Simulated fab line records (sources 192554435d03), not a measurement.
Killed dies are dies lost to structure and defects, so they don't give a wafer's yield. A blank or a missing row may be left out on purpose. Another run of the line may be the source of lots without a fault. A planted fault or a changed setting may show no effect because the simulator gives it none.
Chamber matching | flow n5-finfet | N5_FIN_CUT_CUT_ETCH_26 on rie-diel-06: 4 sister chambers
The step etches SiNx in CH3F/O2, target depth 39 nm, time 55.7 s. 4 wafers are shown with their chamber, then 12 later ones without.

== WAFERS PAIRED WITH THEIR CHAMBERS ==
wafer  | chamber | showerhead-plenum-p-Torr (Torr)
L086.3 | 1       | 2.07
L087.1 | 3       | 2.00
L087.4 | 2       | 1.92
L087.6 | 0       | 1.98

== WAFERS WITHOUT THEIR CHAMBER ==
wafer  | showerhead-plenum-p-Torr (Torr)
L088.1 | 1.92
L088.2 | 2.07
L088.4 | 1.98
L090.2 | 2.07
L090.3 | 1.92
L090.6 | 1.92
L093.3 | 1.98
L093.4 | 1.92
L093.5 | 2.06
L097.1 | 1.97
L097.2 | 1.99
L097.5 | 1.97

== WHICH CHAMBER EACH WENT THROUGH ==
wafer  | from the rows above     | in truth
L088.1 | 2                       | 2
L088.2 | 1                       | 1
L088.4 | 0                       | 0
L090.2 | 1                       | 1
L090.3 | 2                       | 2
L090.6 | 2                       | 2
L093.3 | 0                       | 0
L093.4 | 2                       | 2
L093.5 | 1                       | 1
L097.1 | 0                       | 0
L097.2 | can't be placed: 0 or 3 | 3
L097.5 | 0                       | 0
11 of 12 placed correctly. These rows do not allow placing 1 (true chamber among the candidates in 1). Placed wrongly: 0.
How it was worked out, from the rows above alone: a wafer's distance from a chamber is the root of the sum, over the readings, of the square of ((its reading less the chamber's mean) divided by the reading's scatter). If the next closest chamber is less than 2 further off than the closest, the wafer can't be placed; otherwise it belongs to the closest. A chamber's mean is the mean of its shown wafers. The scatter (one wafer shown for each chamber): square how far every hidden wafer sits from the nearest shown wafer, average those squares and take the square root.
